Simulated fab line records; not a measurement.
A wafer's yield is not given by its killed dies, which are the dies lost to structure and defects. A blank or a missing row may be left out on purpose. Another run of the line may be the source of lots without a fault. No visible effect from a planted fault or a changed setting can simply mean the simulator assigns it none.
fab line records	flow n5Finfet
record: lots: 24	wafers: 72	lastDay: 18
route steps=1938 shown ZERO_LAYER@19 WELL_APT@55 PMOS_HMC_CHANNEL_EPI@66 FIN_SAQP@116
lots untouched by any fault: they come from a run of this same line in which no faults occurred
startH: hours from the record's opening day to when the first of the lot's shown wafers began	waitH: how many hours have passed since the lot's step before this one	" as in the row above	L1.1+2: a row that stands for several wafers	- no value, or no start was given	* or withheld: withheld	< > ~ a bound
route shown NAME@n: NAME is a module with steps in the file, n the number in the route of the first one	usual: mean/standard deviation of fault-free wafers	same: alike in all rows	chamber/n: place in a boat	sites: the reading at each site	_std_site: the standard deviation of these	_edge_site: inner sites' mean taken away from outer sites' mean	radiusMm: for every site, how far away it sits from the centre of the wafer	mask NAME#n: copy n	behind: the last tool/chamber to shape the wafer	hold: what put the lot on hold/how long, in hours/how the hold closed	device: which transistor (n, p or np) failed to switch	end of line: the route-end tests of the same wafers	for a step that has no rows: nothing shown but its recipe	killed: the dies lost at the first sort to structure and to defects; this is not the yield of the wafer	map: per-die view of a wafer (x killed, . not killed, _ where there is no die)
set.NAME: setting as actually run; set.NAME@STEP: the setting as run at that earlier step	model.NAME: the simulator's own value behind a step, which no gauge read
a sample of lots followed through the steps of the route, with each step as a table and each wafer as a row
services: the hour from which a tool's chamber was out of use, counted from the record's first day as startH (under 0 if before that day), plus the number of hours and why
== steps ==
step: N5_ZERO_LAYER_INSPECT_20
recipe: inspectInstrument: darkfield	mode: postClean
usual: rawDefectCount: 39/20
lot.wafer	tool	chamber	startH	waitH	rawDefectCount
L074.1	defectInspect-02	-	13.30	0.0	18
L074.4	"	-	"	"	24
L074.5	"	-	"	"	17
L075.1	defectInspect-02	-	19.38	0.0	40
L075.2	"	-	"	"	41
L075.6	"	-	"	"	21
L076.1	defectInspect-01	-	25.29	0.0	44
L076.4	"	-	"	"	22
L076.5	"	-	"	"	32
L077.2	defectInspect-02	-	31.40	0.0	36
L077.5	"	-	"	"	20
L077.6	"	-	"	"	24
L078.1	defectInspect-02	-	37.28	0.0	19
L078.3	"	-	"	"	37
L078.4	"	-	"	"	20
L079.2	defectInspect-02	-	43.40	0.0	26
L079.5	"	-	"	"	23
L079.6	"	-	"	"	59
L080.2	defectInspect-02	-	49.38	0.0	51
L080.3	"	-	"	"	29
L080.4	"	-	"	"	37
L081.4	defectInspect-01	-	55.29	0.0	38
L081.5	"	-	"	"	60
L081.6	"	-	"	"	64
L082.2	defectInspect-02	-	61.38	0.0	27
L082.4	"	-	"	"	52
L082.5	"	-	"	"	38
L083.1	defectInspect-02	-	67.80	0.0	97
L083.2	"	-	"	"	34
L083.3	"	-	"	"	57
L084.1	defectInspect-01	-	73.27	0.0	63
L084.2	"	-	"	"	85
L084.6	"	-	"	"	40
L085.1	defectInspect-02	-	79.25	0.0	41
L085.5	"	-	"	"	48
L085.6	"	-	"	"	49
L086.2	defectInspect-02	-	85.38	0.0	25
L086.4	"	-	"	"	25
L086.5	"	-	"	"	20
L087.1	defectInspect-01	-	92.63	0.0	45
L087.3	"	-	"	"	29
L087.4	"	-	"	"	29
L088.3	defectInspect-01	-	97.25	0.0	25
L088.5	"	-	"	"	25
L088.6	"	-	"	"	23
L089.1	defectInspect-02	-	103.27	0.0	46
L089.5	"	-	"	"	48
L089.6	"	-	"	"	30
L090.1	defectInspect-01	-	109.73	0.0	23
L090.4	"	-	"	"	49
L090.6	"	-	"	"	15
L091.2	defectInspect-02	-	115.28	0.0	65
L091.3	"	-	"	"	45
L091.6	"	-	"	"	44
L092.3	defectInspect-01	-	121.62	0.1	48
L092.4	"	-	"	"	43
L092.5	"	-	"	"	51
L093.1	defectInspect-02	-	127.92	0.0	39
L093.3	"	-	"	"	44
L093.6	"	-	"	"	61
L094.1	defectInspect-01	-	133.38	0.0	15
L094.2	"	-	"	"	29
L094.5	"	-	"	"	12
L095.2	defectInspect-02	-	139.40	0.0	39
L095.3	"	-	"	"	53
L095.6	"	-	"	"	18
L096.4	defectInspect-02	-	145.84	0.0	33
L096.5	"	-	"	"	34
L096.6	"	-	"	"	31
L097.1	defectInspect-01	-	151.61	0.0	64
L097.3	"	-	"	"	63
L097.4	"	-	"	"	104
step: N5_WELL_APT_EPI_41
recipe: material: Si	targetThkA: 500	tempC: 650	precursor: SiH4/H2	pressureTorr: 20	timeS: 297.7
usual: throttleValvePct: 11.21/0.21
lot.wafer	tool	chamber	startH	waitH	throttleValvePct
L074.1	epiRpcvd-01	0	16.18	0.0	11.23
L074.4	"	0	"	"	11.40
L074.5	"	0	"	"	11.28
L075.1	epiRpcvd-03	0	22.14	0.0	11.59
L075.2	"	0	"	"	11.48
L075.6	"	0	"	"	11.20
L076.1	epiRpcvd-01	0	28.12	0.0	10.88
L076.4	"	0	"	"	11.14
L076.5	"	0	"	"	11.37
L077.2	epiRpcvd-03	0	34.30	0.1	11.25
L077.5	"	0	"	"	11.70
L077.6	"	0	"	"	11.41
L078.1	epiRpcvd-03	0	40.18	0.0	11.30
L078.3	"	0	"	"	11.29
L078.4	"	0	"	"	11.53
L079.2	epiRpcvd-01	0	46.34	0.2	10.99
L079.5	"	0	"	"	11.27
L079.6	"	0	"	"	11.00
L080.2	epiRpcvd-01	0	52.19	0.2	10.94
L080.3	"	0	"	"	11.36
L080.4	"	0	"	"	11.22
L081.4	epiRpcvd-03	0	58.46	0.4	11.38
L081.5	"	0	"	"	11.41
L081.6	"	0	"	"	11.30
L082.2	epiRpcvd-01	0	64.51	0.2	11.19
L082.4	"	0	"	"	10.86
L082.5	"	0	"	"	11.11
L083.1	epiRpcvd-03	0	70.60	0.0	11.21
L083.2	"	0	"	"	11.29
L083.3	"	0	"	"	11.28
L084.1	epiRpcvd-03	0	76.34	0.0	11.52
L084.2	"	0	"	"	11.42
L084.6	"	0	"	"	11.12
L085.1	epiRpcvd-01	0	81.91	0.0	11.02
L085.5	"	0	"	"	10.86
L085.6	"	0	"	"	11.06
L086.2	epiRpcvd-04	0	89.18	0.2	10.96
L086.4	"	0	"	"	11.01
L086.5	"	0	"	"	10.72
L087.1	epiRpcvd-04	0	95.83	0.0	11.10
L087.3	"	0	"	"	10.85
L087.4	"	0	"	"	11.13
L088.3	epiRpcvd-01	0	100.13	0.2	10.98
L088.5	"	0	"	"	11.36
L088.6	"	0	"	"	10.83
L089.1	epiRpcvd-01	0	106.24	0.0	11.23
L089.5	"	0	"	"	11.16
L089.6	"	0	"	"	11.28
L090.1	epiRpcvd-03	0	112.71	0.0	11.31
L090.4	"	0	"	"	11.41
L090.6	"	0	"	"	11.48
L091.2	epiRpcvd-01	0	119.15	0.1	11.28
L091.3	"	0	"	"	11.24
L091.6	"	0	"	"	11.16
L092.3	epiRpcvd-03	0	124.77	0.2	11.30
L092.4	"	0	"	"	11.34
L092.5	"	0	"	"	11.49
L093.1	epiRpcvd-01	0	130.48	0.0	11.20
L093.3	"	0	"	"	10.79
L093.6	"	0	"	"	11.02
L094.1	epiRpcvd-03	0	136.39	0.0	11.37
L094.2	"	0	"	"	11.55
L094.5	"	0	"	"	11.37
L095.2	epiRpcvd-01	0	142.38	0.2	11.25
L095.3	"	0	"	"	11.15
L095.6	"	0	"	"	11.10
L096.4	epiRpcvd-03	0	149.04	0.3	11.41
L096.5	"	0	"	"	11.22
L096.6	"	0	"	"	11.21
L097.1	epiRpcvd-01	0	154.39	0.0	11.00
L097.3	"	0	"	"	11.06
L097.4	"	0	"	"	11.18
step: N5_PMOS_HMC_CHANNEL_EPI_OVL_MEAS_10
recipe: pointsPerWafer: 44
usual: PMOS_HMC_BLK_OVL: -0.1/0.71
lot.wafer	tool	chamber	startH	waitH	PMOS_HMC_BLK_OVL[nm]
L074.1	overlay-01	0	17.36	0.0	1.1
L074.4	"	0	"	"	0.5
L074.5	"	0	"	"	-0.5
L075.1	overlay-02	0	23.13	0.0	-0.4
L075.2	"	0	"	"	0.3
L075.6	"	0	"	"	-1.7
L076.1	overlay-01	0	29.44	0.0	0.9
L076.4	"	0	"	"	0.5
L076.5	"	0	"	"	0.0
L077.2	overlay-01	0	35.34	0.0	-0.4
L077.5	"	0	"	"	-1.0
L077.6	"	0	"	"	1.4
L078.1	overlay-02	0	41.29	0.0	-0.2
L078.3	"	0	"	"	-1.8
L078.4	"	0	"	"	-0.4
L079.2	overlay-01	0	47.42	0.0	-0.9
L079.5	"	0	"	"	-0.6
L079.6	"	0	"	"	0.5
L080.2	overlay-02	0	53.37	0.0	0.9
L080.3	"	0	"	"	1.3
L080.4	"	0	"	"	-0.7
L081.4	overlay-02	0	59.24	0.0	-0.3
L081.5	"	0	"	"	0.6
L081.6	"	0	"	"	0.2
L082.2	overlay-01	0	65.70	0.0	0.7
L082.4	"	0	"	"	-0.8
L082.5	"	0	"	"	0.1
L083.1	overlay-01	0	71.71	0.0	0.4
L083.2	"	0	"	"	1.5
L083.3	"	0	"	"	0.1
L084.1	overlay-01	0	77.45	0.0	-0.1
L084.2	"	0	"	"	-1.5
L084.6	"	0	"	"	-0.6
L085.1	overlay-02	0	83.48	0.0	-0.1
L085.5	"	0	"	"	-0.2
L085.6	"	0	"	"	-0.9
L086.2	overlay-01	0	90.25	0.0	-0.4
L086.4	"	0	"	"	-0.1
L086.5	"	0	"	"	-0.1
L087.1	overlay-02	0	97.16	0.0	0.6
L087.3	"	0	"	"	0.1
L087.4	"	0	"	"	0.1
L088.3	overlay-01	0	101.04	0.0	-1.1
L088.5	"	0	"	"	-0.4
L088.6	"	0	"	"	0.0
L089.1	overlay-01	0	107.35	0.0	-1.1
L089.5	"	0	"	"	-0.6
L089.6	"	0	"	"	-0.2
L090.1	overlay-02	0	114.04	0.0	0.0
L090.4	"	0	"	"	0.7
L090.6	"	0	"	"	-0.4
L091.2	overlay-01	0	120.03	0.0	0.0
L091.3	"	0	"	"	-0.1
L091.6	"	0	"	"	0.6
L092.3	overlay-02	0	125.68	0.0	0.0
L092.4	"	0	"	"	-1.0
L092.5	"	0	"	"	-0.1
L093.1	overlay-01	0	131.46	0.0	-0.8
L093.3	"	0	"	"	-1.1
L093.6	"	0	"	"	0.2
L094.1	overlay-01	0	137.37	0.0	0.6
L094.2	"	0	"	"	1.7
L094.5	"	0	"	"	0.7
L095.2	overlay-01	0	143.43	0.0	0.6
L095.3	"	0	"	"	-0.1
L095.6	"	0	"	"	-0.2
L096.4	overlay-02	0	149.74	0.0	0.7
L096.5	"	0	"	"	0.0
L096.6	"	0	"	"	1.2
L097.1	overlay-02	0	155.50	0.0	-0.1
L097.3	"	0	"	"	-0.5
L097.4	"	0	"	"	1.0
step: N5_PMOS_HMC_CHANNEL_EPI_STRIP_33
recipe: chemistry: N2/H2	powerW: 500	tempC: 40	pressureMtorr: 50	rfFrequencyHz: 6e+07	overashFraction: 0.3	biasPowerW: 8	h2Frac: 0.5	n2FlowSccm: 300	h2FlowSccm: 300
usual: drypumpMotorCurrentA: 5.5/0.34	oesProductAu: 0.77/0.092	rfVppV: 54.0/1.6	showerheadPlenumPTorr: 3.33/0.096	throttleValvePct: 19.0/0.37
lot.wafer	tool	chamber	startH	waitH	drypumpMotorCurrentA	oesProductAu	rfHoursCounterH	rfVppV	showerheadPlenumPTorr	throttleValvePct
L074.1	rieDiel-04	2	17.58	0.0	5.8	0.71	200	56.8	3.20	19.5
L074.4	"	1	"	"	5.2	0.79	101	55.6	3.39	18.7
L074.5	"	3	"	"	5.6	1.01	-	52.1	3.30	18.4
L075.1	rieDiel-04	0	23.32	0.0	5.1	0.68	226	56.3	3.32	19.4
L075.2	"	2	"	"	5.8	0.71	202	53.5	3.20	19.5
L075.6	"	1	"	"	5.1	0.81	-	53.3	3.39	18.7
L076.1	rieDiel-02	1	29.63	0.0	5.9	0.75	184	57.5	3.48	18.9
L076.4	"	2	"	"	6.1	0.77	119	54.7	3.38	19.0
L076.5	"	2	"	"	6.0	0.79	-	54.7	3.38	19.0
L077.2	rieDiel-06	0	35.53	0.0	5.3	0.80	110	53.6	3.38	18.9
L077.5	"	3	"	"	5.8	0.70	-	53.6	3.32	19.4
L077.6	"	0	"	"	5.2	0.80	-	53.6	3.38	18.9
L078.1	rieDiel-04	3	41.48	0.0	5.6	0.96	7	52.9	3.30	18.4
L078.3	"	1	"	"	5.2	0.78	108	54.2	3.38	18.7
L078.4	"	2	"	"	5.8	0.71	207	53.1	3.20	19.5
L079.2	rieDiel-02	1	47.71	0.0	5.8	0.74	189	56.2	3.48	18.9
L079.5	"	0	"	"	5.4	0.83	-	55.7	3.26	19.1
L079.6	"	3	"	"	5.3	0.73	-	56.0	3.35	18.8
L080.2	rieDiel-04	1	53.56	0.0	5.2	0.79	111	56.2	3.38	18.7
L080.3	"	2	"	"	5.8	0.71	211	53.6	3.20	19.6
L080.4	"	0	"	"	5.1	0.68	235	54.2	3.31	19.5
L081.4	rieDiel-04	2	59.57	0.0	5.8	0.70	212	53.9	3.20	19.5
L081.5	"	1	"	"	5.2	0.77	-	54.3	3.38	18.7
L081.6	"	0	"	"	5.1	0.68	-	53.6	3.31	19.5
L082.2	rieDiel-04	3	65.89	0.0	5.6	0.95	16	55.4	3.29	18.4
L082.4	"	0	"	"	5.1	0.67	239	53.6	3.31	19.4
L082.5	"	0	"	"	5.1	0.67	-	56.3	3.31	19.5
L083.1	rieDiel-02	3	71.95	0.0	5.2	0.73	173	54.3	3.34	18.8
L083.2	"	2	"	"	6.0	0.78	130	54.6	3.37	19.0
L083.3	"	1	"	"	5.8	0.73	198	56.4	3.47	19.0
L084.1	rieDiel-02	2	77.64	0.0	6.0	0.77	132	55.8	3.37	19.0
L084.2	"	3	"	"	5.2	0.74	175	53.0	3.35	18.8
L084.6	"	3	"	"	5.2	0.73	-	52.8	3.34	18.9
L085.1	rieDiel-04	1	83.70	0.0	5.2	0.77	120	55.9	3.38	18.7
L085.5	"	1	"	"	5.2	0.77	-	53.9	3.38	18.8
L085.6	"	2	"	"	5.8	0.69	-	53.8	3.19	19.6
L086.2	rieDiel-06	1	91.92	0.0	4.9	0.80	118	52.6	3.51	18.9
L086.4	"	2	"	"	5.4	0.70	222	53.7	3.19	19.2
L086.5	"	2	"	"	5.3	0.70	-	55.9	3.19	19.2
L087.1	rieDiel-04	0	97.56	0.0	5.1	0.67	244	56.4	3.31	19.5
L087.3	"	3	"	"	5.6	0.93	21	53.0	3.29	18.4
L087.4	"	1	"	"	5.2	0.77	121	51.3	3.38	18.7
L088.3	rieDiel-06	1	101.50	0.0	4.9	0.80	122	55.0	3.51	18.9
L088.5	"	0	"	"	5.3	0.76	-	53.0	3.36	19.0
L088.6	"	2	"	"	5.4	0.70	-	53.1	3.19	19.2
L089.1	rieDiel-04	0	107.60	0.0	5.1	0.66	247	55.5	3.31	19.5
L089.5	"	3	"	"	5.6	0.92	-	54.1	3.29	18.4
L089.6	"	0	"	"	5.1	0.67	-	55.3	3.31	19.5
L090.1	rieDiel-06	1	114.23	0.0	4.9	0.78	128	58.6	3.51	18.9
L090.4	"	1	"	"	4.9	0.77	-	52.0	3.51	18.9
L090.6	"	2	"	"	5.4	0.69	-	53.1	3.19	19.2
L091.2	rieDiel-06	0	120.22	0.0	5.3	0.77	140	53.1	3.36	18.9
L091.3	"	3	"	"	5.9	1.00	2	52.9	3.31	19.1
L091.6	"	0	"	"	5.3	0.77	-	54.2	3.36	18.9
L092.3	rieDiel-04	3	125.87	0.0	5.6	0.92	32	53.4	3.29	18.4
L092.4	"	0	"	"	5.1	0.66	-	54.0	3.30	19.5
L092.5	"	2	"	"	5.9	0.69	-	54.2	3.19	19.6
L093.1	rieDiel-06	2	131.65	0.0	5.4	0.70	236	55.2	3.19	19.2
L093.3	"	0	"	"	5.3	0.76	145	55.2	3.36	18.9
L093.6	"	1	"	"	4.9	0.78	-	57.3	3.50	18.9
L094.1	rieDiel-04	3	137.56	0.0	5.6	0.91	36	55.2	3.28	18.4
L094.2	"	2	"	"	5.9	0.68	233	55.8	3.18	19.6
L094.5	"	2	"	"	5.8	0.68	-	54.0	3.18	19.6
L095.2	rieDiel-02	2	143.62	0.0	6.1	0.75	152	53.8	3.36	19.1
L095.3	"	3	"	"	5.2	0.71	195	56.0	3.33	18.9
L095.6	"	3	"	"	5.2	0.71	-	54.3	3.33	18.8
L096.4	rieDiel-06	2	149.97	0.0	5.4	0.69	243	53.2	3.18	19.2
L096.5	"	1	"	"	4.9	0.77	-	53.1	3.50	18.9
L096.6	"	2	"	"	5.4	0.68	-	53.1	3.18	19.2
L097.1	rieDiel-04	2	155.69	0.0	5.8	0.67	242	52.0	3.18	19.6
L097.3	"	1	"	"	5.2	0.77	125	52.9	3.37	18.7
L097.4	"	3	"	"	5.6	0.90	-	54.9	3.28	18.4
step: N5_PMOS_HMC_CHANNEL_EPI_ETCH_38
recipe: chemistry: CF4	target: SiO2	targetDepthA: 15	ionEnergyEv: 350	pressureMtorr: 10	icpW: 800	biasW: 400	cf4FlowSccm: 80
usual: biasW: 400.1/1.3	drypumpMotorCurrentA: 5.6/0.55	oesProductAu: 1.001/0.016	throttleValvePct: 21.87/0.16
lot.wafer	tool	chamber	startH	waitH	biasW	drypumpMotorCurrentA	oesProductAu	rfHoursCounterH	throttleValvePct
L074.1	rieSi-05	0	17.88	0.0	399.3	5.8	0.993	202	21.77
L074.4	"	2	"	"	397.8	6.0	0.978	-	22.15
L074.5	"	0	"	"	399.7	5.8	0.994	-	21.79
L075.1	rieSi-02	3	23.62	0.0	399.1	4.7	1.015	184	21.68
L075.2	"	1	"	"	398.4	5.7	0.987	5	21.87
L075.6	"	1	"	"	400.9	5.7	0.992	-	21.85
L076.1	rieSi-06	3	29.94	0.0	399.0	4.8	0.985	104	22.12
L076.4	"	1	"	"	399.8	6.6	1.019	110	21.88
L076.5	"	0	"	"	398.6	6.2	1.034	-	21.89
L077.2	rieSi-02	2	35.84	0.0	400.7	5.3	0.978	18	21.61
L077.5	"	0	"	"	400.8	6.0	1.013	-	22.06
L077.6	"	1	"	"	401.0	5.7	0.981	-	21.87
L078.1	rieSi-06	0	41.78	0.0	398.5	6.2	1.018	84	21.89
L078.3	"	2	"	"	400.7	5.4	0.977	162	21.78
L078.4	"	1	"	"	398.0	6.6	1.011	110	21.88
L079.2	rieSi-06	1	48.01	0.0	401.6	6.6	1.019	110	21.87
L079.5	"	3	"	"	397.8	4.8	0.998	-	22.13
L079.6	"	0	"	"	402.3	6.1	1.016	-	21.90
L080.2	rieSi-02	0	53.86	0.0	399.4	6.0	1.017	42	22.02
L080.3	"	1	"	"	402.0	5.7	0.988	6	21.86
L080.4	"	3	"	"	400.6	4.7	1.001	185	21.68
L081.4	rieSi-05	2	60.09	0.0	400.0	6.0	0.985	-	22.18
L081.5	"	3	"	"	402.0	5.3	1.032	-	21.88
L081.6	"	1	"	"	399.9	6.1	1.016	-	21.72
L082.2	rieSi-05	2	66.40	0.0	400.7	5.9	0.987	153	22.15
L082.4	"	2	"	"	399.0	6.0	0.981	-	22.16
L082.5	"	3	"	"	399.9	5.3	1.027	-	21.88
L083.1	rieSi-02	0	72.47	0.0	399.1	6.0	1.015	42	22.04
L083.2	"	1	"	"	400.1	5.7	0.995	6	21.85
L083.3	"	3	"	"	399.7	4.7	1.008	185	21.69
L084.1	rieSi-02	0	78.15	0.0	399.2	6.0	1.000	43	22.04
L084.2	"	3	"	"	398.1	4.7	1.009	185	21.68
L084.6	"	2	"	"	400.4	5.4	0.992	-	21.62
L085.1	rieSi-02	0	84.21	0.0	399.1	6.0	1.015	43	22.02
L085.5	"	0	"	"	401.4	6.0	1.014	-	22.03
L085.6	"	3	"	"	402.4	4.7	1.013	-	21.69
L086.2	rieSi-02	2	92.22	0.0	399.0	5.3	0.991	19	21.60
L086.4	"	0	"	"	400.4	6.0	1.013	43	22.04
L086.5	"	0	"	"	399.5	6.0	1.018	-	22.05
L087.1	rieSi-05	1	97.87	0.0	401.5	6.0	1.004	2	21.73
L087.3	"	0	"	"	399.6	5.8	0.999	0	21.78
L087.4	"	3	"	"	399.9	5.3	1.018	165	21.87
L088.3	rieSi-02	1	101.80	0.0	400.8	5.7	0.992	7	21.85
L088.5	"	0	"	"	402.1	6.0	1.018	-	22.04
L088.6	"	1	"	"	402.2	5.6	0.978	-	21.85
L089.1	rieSi-02	0	107.91	0.0	398.5	6.0	1.011	43	22.02
L089.5	"	0	"	"	399.6	6.1	1.028	-	22.03
L089.6	"	3	"	"	401.0	4.7	1.015	-	21.69
L090.1	rieSi-05	3	114.53	0.0	399.7	5.3	1.030	165	21.88
L090.4	"	1	"	"	401.7	6.1	1.024	2	21.73
L090.6	"	3	"	"	400.6	5.3	1.033	-	21.89
L091.2	rieSi-05	2	120.54	0.0	400.3	6.0	0.984	153	22.18
L091.3	"	3	"	"	401.4	5.3	1.032	165	21.90
L091.6	"	0	"	"	403.1	5.8	0.992	-	21.80
L092.3	rieSi-06	1	126.18	0.0	401.1	6.6	1.004	112	21.86
L092.4	"	0	"	"	398.3	6.1	1.017	85	21.88
L092.5	"	1	"	"	399.4	6.6	1.014	-	21.88
L093.1	rieSi-06	0	131.97	0.0	399.3	6.1	1.017	86	21.89
L093.3	"	3	"	"	400.0	4.8	0.981	106	22.13
L093.6	"	3	"	"	400.0	4.8	0.987	-	22.11
L094.1	rieSi-06	3	137.89	0.0	399.3	4.9	0.979	106	22.12
L094.2	"	2	"	"	400.2	5.4	0.973	164	21.76
L094.5	"	1	"	"	397.6	6.7	1.004	-	21.88
L095.2	rieSi-06	1	143.92	0.0	399.0	6.6	1.009	112	21.88
L095.3	"	0	"	"	397.9	6.2	1.032	86	21.90
L095.6	"	3	"	"	397.8	4.8	0.997	-	22.11
L096.4	rieSi-06	2	150.28	0.0	401.6	5.4	0.976	165	21.76
L096.5	"	3	"	"	402.3	4.9	0.998	-	22.13
L096.6	"	2	"	"	400.5	5.4	0.976	-	21.76
L097.1	rieSi-02	1	155.99	0.0	398.6	5.7	0.989	8	21.85
L097.3	"	3	"	"	401.6	4.7	1.012	187	21.67
L097.4	"	0	"	"	399.4	6.0	1.011	44	22.04
step: N5_FIN_SAQP_ETCH_52
recipe: chemistry: N2/H2	target: SOC	targetDepthA: 1000	overetchA: 200	maskMaterial: SiARC	tempC: 40	timeS: 150	ionEnergyEv: 200	pressureMtorr: 30	sourceW: 840	biasW: 150	n2FlowSccm: 200	h2FlowSccm: 200	ends: endPoint
usual: biasW: 150.0/0.43	drypumpMotorCurrentA: 5.6/0.3	oesProductAu: 0.70/0.079	rfVppV: 523.3/2.9	showerheadPlenumPTorr: 2.53/0.098	throttleValvePct: 17.89/0.22
lot.wafer	tool	chamber	startH	waitH	biasW	drypumpMotorCurrentA	oesProductAu	rfHoursCounterH	rfVppV	showerheadPlenumPTorr	throttleValvePct
L074.1	rieDiel-01	3	21.80	0.0	148.8	5.5	0.81	25	522.5	2.48	17.69
L074.4	"	1	"	"	150.4	6.0	0.75	78	521.0	2.47	17.70
L074.5	"	0	"	"	149.5	5.7	0.74	-	521.1	2.46	17.71
L075.1	rieDiel-01	3	27.84	0.0	150.6	5.5	0.79	27	524.1	2.48	17.73
L075.2	"	1	"	"	149.8	6.0	0.73	81	521.6	2.47	17.71
L075.6	"	0	"	"	150.2	5.7	0.73	-	521.6	2.46	17.72
L076.1	rieDiel-03	2	33.95	0.0	150.9	5.5	0.65	171	526.1	2.65	18.22
L076.4	"	3	"	"	150.0	5.7	0.67	163	522.3	2.44	17.98
L076.5	"	0	"	"	149.2	5.3	0.61	-	520.1	2.40	17.95
L077.2	rieDiel-03	0	39.52	0.0	149.9	5.3	0.61	231	519.5	2.40	17.94
L077.5	"	2	"	"	150.0	5.5	0.65	-	525.4	2.65	18.21
L077.6	"	0	"	"	149.9	5.3	0.61	-	520.1	2.40	17.94
L078.1	rieDiel-01	3	45.70	0.0	149.8	5.5	0.78	36	523.4	2.48	17.72
L078.3	"	1	"	"	149.8	6.0	0.73	89	522.4	2.47	17.73
L078.4	"	2	"	"	149.8	5.9	0.69	-	526.1	2.54	17.97
L079.2	rieDiel-05	1	51.76	0.0	150.4	5.8	0.65	217	523.6	2.52	17.89
L079.5	"	3	"	"	150.0	5.6	0.61	-	518.9	2.39	17.96
L079.6	"	2	"	"	149.3	4.9	0.62	-	526.3	2.61	17.78
L080.2	rieDiel-03	2	58.03	0.0	149.6	5.5	0.65	182	526.7	2.64	18.24
L080.3	"	3	"	"	150.1	5.8	0.66	174	520.9	2.44	18.00
L080.4	"	2	"	"	149.4	5.5	0.65	-	527.0	2.64	18.23
L081.4	rieDiel-03	3	64.65	0.0	149.8	5.7	0.66	-	519.7	2.44	18.00
L081.5	"	0	"	"	149.1	5.3	0.61	-	519.9	2.40	17.98
L081.6	"	2	"	"	150.5	5.5	0.65	-	526.0	2.64	18.23
L082.2	rieDiel-05	0	70.65	0.0	150.9	5.6	0.70	137	524.1	2.56	18.06
L082.4	"	0	"	"	150.6	5.6	0.69	-	524.0	2.56	18.06
L082.5	"	1	"	"	149.6	5.8	0.65	-	522.8	2.51	17.91
L083.1	rieDiel-03	2	76.56	0.0	149.5	5.5	0.64	189	527.7	2.64	18.24
L083.2	"	3	"	"	150.4	5.8	0.65	181	519.7	2.43	18.01
L083.3	"	0	"	"	150.0	5.3	0.60	246	518.5	2.40	17.96
L084.1	rieDiel-01	3	82.22	0.0	150.3	5.5	0.77	47	522.7	2.47	17.73
L084.2	"	2	"	"	149.8	5.9	0.68	153	525.2	2.54	17.98
L084.6	"	2	"	"	150.5	5.9	0.68	-	523.4	2.54	18.00
L085.1	rieDiel-03	2	88.92	0.0	149.8	5.5	0.64	191	527.6	2.64	18.24
L085.5	"	3	"	"	150.4	5.8	0.66	-	519.5	2.43	18.02
L085.6	"	2	"	"	150.5	5.5	0.65	-	525.8	2.64	18.25
L086.2	rieDiel-01	1	95.95	0.0	149.2	6.0	0.71	108	522.3	2.46	17.76
L086.4	"	0	"	"	149.6	5.7	0.72	115	521.9	2.46	17.77
L086.5	"	2	"	"	149.9	5.9	0.68	-	523.9	2.53	18.00
L087.1	rieDiel-05	0	101.89	0.0	150.3	5.6	0.68	148	525.4	2.55	18.09
L087.3	"	2	"	"	150.7	4.9	0.88	3	524.5	2.60	17.37
L087.4	"	1	"	"	150.1	5.8	0.64	238	523.1	2.51	17.95
L088.3	rieDiel-05	0	105.77	0.0	149.8	5.6	0.68	150	523.1	2.55	18.10
L088.5	"	2	"	"	150.4	4.9	0.87	-	526.1	2.60	17.38
L088.6	"	3	"	"	150.5	5.5	0.85	-	529.5	2.71	17.51
L089.1	rieDiel-03	2	112.20	0.0	150.4	5.5	0.64	202	526.2	2.63	18.24
L089.5	"	1	"	"	149.3	6.0	0.84	-	528.7	2.71	17.90
L089.6	"	3	"	"	149.5	5.8	0.65	-	521.0	2.43	18.04
L090.1	rieDiel-03	3	118.34	0.0	149.6	5.8	0.65	199	520.2	2.43	18.02
L090.4	"	3	"	"	150.0	5.8	0.64	-	519.2	2.43	18.03
L090.6	"	2	"	"	150.0	5.5	0.63	-	525.4	2.63	18.26
L091.2	rieDiel-01	3	124.76	0.0	150.2	5.5	0.75	63	522.0	2.47	17.78
L091.3	"	0	"	"	150.7	5.7	0.71	125	522.1	2.45	17.79
L091.6	"	1	"	"	149.8	6.0	0.70	-	521.3	2.46	17.79
L092.3	rieDiel-01	2	130.01	0.0	150.0	5.9	0.67	171	523.8	2.53	18.04
L092.4	"	0	"	"	149.4	5.7	0.71	127	521.4	2.45	17.79
L092.5	"	0	"	"	149.4	5.7	0.70	-	521.0	2.45	17.78
L093.1	rieDiel-05	2	136.03	0.0	150.0	4.8	0.84	16	526.7	2.60	17.39
L093.3	"	3	"	"	149.5	5.5	0.82	20	529.2	2.70	17.53
L093.6	"	0	"	"	150.1	5.6	0.67	-	524.4	2.55	18.11
L094.1	rieDiel-05	2	141.97	0.0	149.6	4.9	0.84	19	525.9	2.60	17.40
L094.2	"	0	"	"	150.6	5.6	0.67	162	524.4	2.55	18.12
L094.5	"	0	"	"	150.0	5.6	0.67	-	523.7	2.55	18.11
L095.2	rieDiel-03	3	147.68	0.0	149.9	5.8	0.64	209	519.4	2.42	18.07
L095.3	"	2	"	"	149.2	5.5	0.63	215	526.1	2.63	18.28
L095.6	"	2	"	"	149.5	5.5	0.62	-	527.2	2.63	18.29
L096.4	rieDiel-01	1	154.14	0.0	150.2	6.0	0.70	128	522.0	2.45	17.79
L096.5	"	1	"	"	151.2	6.0	0.69	-	520.3	2.45	17.81
L096.6	"	2	"	"	149.2	5.9	0.66	-	522.6	2.53	18.04
L097.1	rieDiel-01	0	160.37	0.0	149.8	5.7	0.70	139	519.8	2.45	17.83
L097.3	"	2	"	"	150.7	5.9	0.66	182	523.9	2.53	18.05
L097.4	"	1	"	"	149.7	6.0	0.69	130	521.1	2.45	17.79
== services ==
tool	chamber	startH	hours	kind
rieDiel-01	2	-5.75	14.9	repair
rieDiel-01	0	-3.12	3.7	repair
rieDiel-03	-	1.63	1.0	repair
rieSi-05	3	2.60	21.4	repair
rieSi-05	1	10.67	11.5	repair
epiRpcvd-01	-	12.63	0.8	repair
rieDiel-01	2	27.30	12.7	repair
rieSi-05	3	32.18	5.2	repair
epiRpcvd-01	-	35.30	0.4	repair
rieDiel-05	3	36.17	4.6	repair
rieDiel-01	0	38.78	9.7	repair
rieDiel-03	1	64.50	6.7	repair
rieSi-02	2	68.45	6.9	repair
rieDiel-04	-	77.71	4.0	pm
rieDiel-04	-	85.65	11.0	repair
rieDiel-01	-	89.84	2.8	pm
rieSi-02	2	104.56	1.8	repair
rieDiel-03	0	107.33	15.4	repair
rieDiel-04	1	109.40	44.5	repair
rieDiel-04	2	110.11	3.2	repair
rieSi-02	3	128.06	2.5	repair
rieDiel-04	0	133.33	1.2	repair
rieDiel-03	1	153.77	12.3	repair
rieDiel-06	-	154.09	14.6	pm
== key ==
fault none
